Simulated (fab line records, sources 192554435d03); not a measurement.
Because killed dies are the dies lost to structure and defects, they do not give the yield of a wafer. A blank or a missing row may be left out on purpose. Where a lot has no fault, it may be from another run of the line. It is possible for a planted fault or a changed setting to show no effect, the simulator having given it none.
Which tool was responsible? | flow n5Finfet | Sampling: 11 lots, 33 wafers, 5 of 1938 route steps

WHAT EACH GAUGE READ, for each wafer
N5_MIM_TOP_LITHO_CD_MEAS_08 targets a cd of 2000 nm.
lot  | measured     | on       | cdNm (nm)
L904 | day 12 09:10 | cdSem-01 | 2001.1 1999.2 1999.1
L905 | day 12 09:22 | cdSem-02 | 2000.2 2001.4 1999.0
L903 | day 12 14:44 | cdSem-02 | 1998.6 2000.0 1999.2
L906 | day 12 15:59 | cdSem-03 | 1999.6 1999.0 1997.4
L907 | day 12 20:48 | cdSem-01 | 1999.8 2001.2 2000.9
L917 | day 15 06:53 | cdSem-03 | 2001.4 1998.9 2001.4
L918 | day 16 08:31 | cdSem-02 | 1998.6 1996.5 1998.9
L919 | day 16 08:40 | cdSem-03 | 2001.3 1999.6 1999.3
L920 | day 16 11:58 | cdSem-03 | 1998.5 2001.4 2000.1
L922 | day 16 18:28 | cdSem-02 | 1997.4 1999.4 1998.1
L925 | day 17 18:50 | cdSem-01 | 1999.4 2000.3 2001.3

N5_MIM_BOT_LITHO_CD_MEAS_08 targets a cd of 3000 nm.
lot  | measured     | on       | cdNm (nm)
L904 | day 12 10:07 | cdSem-03 | 2999.5 3001.3 3000.2
L905 | day 12 10:18 | cdSem-03 | 3000.8 3001.6 3001.0
L903 | day 12 15:31 | cdSem-01 | 2998.2 2998.9 3001.2
L906 | day 12 17:09 | cdSem-02 | 3001.9 3000.8 3001.4
L907 | day 12 21:40 | cdSem-02 | 3001.1 3001.6 3000.8
L917 | day 15 07:37 | cdSem-01 | 2998.8 2998.0 3000.4
L918 | day 16 09:14 | cdSem-01 | 3005.2 3006.4 3004.8
L919 | day 16 09:35 | cdSem-03 | 3005.2 3003.9 3005.1
L920 | day 16 13:06 | cdSem-03 | 2998.4 2998.5 2999.3
L922 | day 16 19:13 | cdSem-02 | 3002.1 3001.5 2999.6
L925 | day 17 19:50 | cdSem-02 | 3001.7 3002.4 3003.7

WHICH TOOL RAN EACH LOT (tool, then ch and the chambers of the sampled wafers, then the start)
lot  | N5_PASSIVATION_PECVD_00         | N5_MIM_TOP_SPUTTER_03       | N5_MIM_BOT_LITHO_EXPOSE_05
L904 | pecvd-04 ch 0,2, day 12 06:29   | pvdSputter-01, day 12 08:47 | krfScanner-01 ch 0, day 12 09:56
L905 | pecvd-02 ch 1,2, day 12 06:48   | pvdSputter-01, day 12 08:59 | krfScanner-02 ch 0, day 12 10:07
L903 | pecvd-04 ch 0,2, day 12 11:47   | pvdSputter-03, day 12 14:21 | krfScanner-02 ch 0, day 12 15:20
L906 | pecvd-04 ch 0,1,2, day 12 12:31 | pvdSputter-01, day 12 15:36 | krfScanner-01 ch 0, day 12 16:58
L907 | pecvd-04 ch 0,1,2, day 12 19:11 | pvdSputter-03, day 12 20:25 | krfScanner-01 ch 0, day 12 21:30
L917 | pecvd-03 ch 0,1, day 15 03:37   | pvdSputter-02, day 15 06:29 | krfScanner-01 ch 0, day 15 07:26
L918 | pecvd-02 ch 0,2, day 16 01:51   | pvdSputter-02, day 16 07:59 | krfScanner-01 ch 0, day 16 09:04
L919 | pecvd-02 ch 0,1,2, day 16 02:34 | pvdSputter-02, day 16 08:07 | krfScanner-01 ch 0, day 16 09:24
L920 | pecvd-03 ch 0,1,2, day 16 07:48 | pvdSputter-03, day 16 11:27 | krfScanner-02 ch 0, day 16 12:55
L922 | pecvd-03 ch 0,1,2, day 16 15:24 | pvdSputter-01, day 16 17:56 | krfScanner-02 ch 0, day 16 19:03
L925 | pecvd-03 ch 0,2, day 17 15:49   | pvdSputter-01, day 17 18:26 | krfScanner-02 ch 0, day 17 19:40
- N5_PASSIVATION_PECVD_00: deposits SiO2 from SiH4/N2O, target thk 200 nm, time 11.2 s.
- N5_MIM_TOP_SPUTTER_03: material TiN, target thk 35 nm, time 89.7 s.
- N5_MIM_BOT_LITHO_EXPOSE_05: exposes mask MIM BOT.

WHAT THE TOOLS THEMSELVES READ (means of the sampled wafers that have a number; where no wafer has one, the mark that the record gives instead)
N5_PASSIVATION_PECVD_00.
lot  | tool     | heaterPowerW (W) | showerheadPlenumPTorr (Torr) | throttleValvePct (%)
L904 | pecvd-04 | 586              | 8.19                         | 49
L905 | pecvd-02 | 821              | 8.12                         | 49
L903 | pecvd-04 | 544              | 8.25                         | 49
L906 | pecvd-04 | 602              | 8.22                         | 50
L907 | pecvd-04 | 684              | 8.20                         | 51
L917 | pecvd-03 | 740              | 8.13                         | 48
L918 | pecvd-02 | 663              | 8.08                         | 52
L919 | pecvd-02 | 751              | 8.12                         | 52
L920 | pecvd-03 | 794              | 8.20                         | 50
L922 | pecvd-03 | 756              | 8.18                         | 50
L925 | pecvd-03 | 785              | 8.22                         | 51

N5_MIM_TOP_SPUTTER_03.
lot  | tool          | cathodeDcPowerW (W) | throttleValvePct (%)
L904 | pvdSputter-01 | 2999.7              | 30.0
L905 | pvdSputter-01 | 2999.9              | 30.1
L903 | pvdSputter-03 | 2999.9              | 29.9
L906 | pvdSputter-01 | 2999.9              | 29.9
L907 | pvdSputter-03 | 3000.0              | 29.7
L917 | pvdSputter-02 | 3000.1              | 30.7
L918 | pvdSputter-02 | 2999.6              | 29.3
L919 | pvdSputter-02 | 3000.3              | 30.0
L920 | pvdSputter-03 | 3000.3              | 29.8
L922 | pvdSputter-01 | 3000.2              | 30.3
L925 | pvdSputter-01 | 2999.8              | 30.4

N5_MIM_BOT_LITHO_EXPOSE_05.
lot  | tool          | exposureDoseMJCm2
L904 | krfScanner-01 | 24.253
L905 | krfScanner-02 | 24.256
L903 | krfScanner-02 | 24.257
L906 | krfScanner-01 | 24.235
L907 | krfScanner-01 | 24.229
L917 | krfScanner-01 | 24.251
L918 | krfScanner-01 | 24.722
L919 | krfScanner-01 | 24.740
L920 | krfScanner-02 | 24.286
L922 | krfScanner-02 | 24.236
L925 | krfScanner-02 | 24.241

THE ANSWER, worked out from the rows above alone
Rule: usual is defined by the lots themselves. The widest of any qualifying gaps counts: lots, ordered by their means at a reading, are off when they make up no more than a third of the lots, leave a main group of 4 or more, and stand apart from it by 3 or more times the standard deviation of that group's means. If all means in a main group match to the digits the tables above print for the reading, that group is not used. Also off: a lot with no number at a reading for which 4 or more lots have one. All remaining lots with rows at the step are treated as sound. The gauges are gone through in route order, then the tools' own readings, and for those a lot's mean is taken as printed above. The first step at which some lot is off is used, and at that step the reading that is off furthest; a lot without a number counts as furthest.
Off: L918, L919 (N5_MIM_BOT_LITHO_EXPOSE_05, exposureDoseMJCm2). Main group: mean 24.249, sd 0.016.
A tool fits if, at that step or a process step before it, it ran every lot that is off, and no sound lot after the first of them. Can't be told from this: 3 tools fit, pecvd-02 at N5_PASSIVATION_PECVD_00, pvdSputter-02 at N5_MIM_TOP_SPUTTER_03, krfScanner-01 at N5_MIM_BOT_LITHO_EXPOSE_05.

WHAT WAS PUT IN BY THE SIMULATOR
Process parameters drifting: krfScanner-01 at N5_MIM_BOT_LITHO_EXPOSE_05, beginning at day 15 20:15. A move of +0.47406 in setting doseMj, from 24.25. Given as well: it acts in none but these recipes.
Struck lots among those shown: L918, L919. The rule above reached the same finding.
